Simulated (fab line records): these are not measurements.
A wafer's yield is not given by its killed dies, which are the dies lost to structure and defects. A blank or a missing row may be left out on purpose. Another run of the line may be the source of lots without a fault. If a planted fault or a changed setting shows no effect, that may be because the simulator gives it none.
Chamber matching | flow n5_finfet | 4 sister chambers for N5_FIN_SAQP_HM_OPEN_73 on rie_diel-04
The step chemistry CHF3/O2, target SiO2, stops on a-Si, target depth 12 nm, time 16.8 s. 4 wafers are shown with their chamber, then 12 later ones without.

== EACH WAFER AND ITS CHAMBER ==
wafer  | chamber | drypump_motor_current_A (A)
L089.4 | 0       | 5.1
L090.4 | 1       | 6.5
L090.5 | 2       | 5.4
L090.6 | 3       | 5.9

== WAFERS WHOSE CHAMBER IS MISSING ==
wafer  | drypump_motor_current_A (A)
L091.1 | 6.5
L091.2 | 5.1
L091.4 | 5.8
L092.4 | 5.4
L092.5 | 6.5
L092.6 | 5.1
L093.2 | 5.4
L093.3 | 5.1
L093.5 | 6.5
L094.1 | 6.5
L094.2 | 5.4
L094.3 | 5.1

== CHAMBER TAKEN BY EACH ==
wafer  | from the rows above | in truth
L091.1 | 1                   | 1
L091.2 | 0                   | 0
L091.4 | 3                   | 3
L092.4 | 2                   | 2
L092.5 | 1                   | 1
L092.6 | 0                   | 0
L093.2 | 2                   | 2
L093.3 | 0                   | 0
L093.5 | 1                   | 1
L094.1 | 1                   | 1
L094.2 | 2                   | 2
L094.3 | 0                   | 0
Correct placement for 12 of the 12. Number that these rows cannot place: 0. Wrongly placed: 0.
How it was worked out, from the rows above alone: a wafer's distance from a chamber is the root of the sum, over the readings, of the square of ((its reading less the chamber's mean) divided by the reading's scatter). The wafer belongs to the nearest chamber; if the next one is less than 2 further off, it can't be placed. Each chamber's mean is taken over the wafers shown for it. The scatter: root of mean squared gap, hidden wafer to nearest shown wafer, with one shown wafer a chamber.
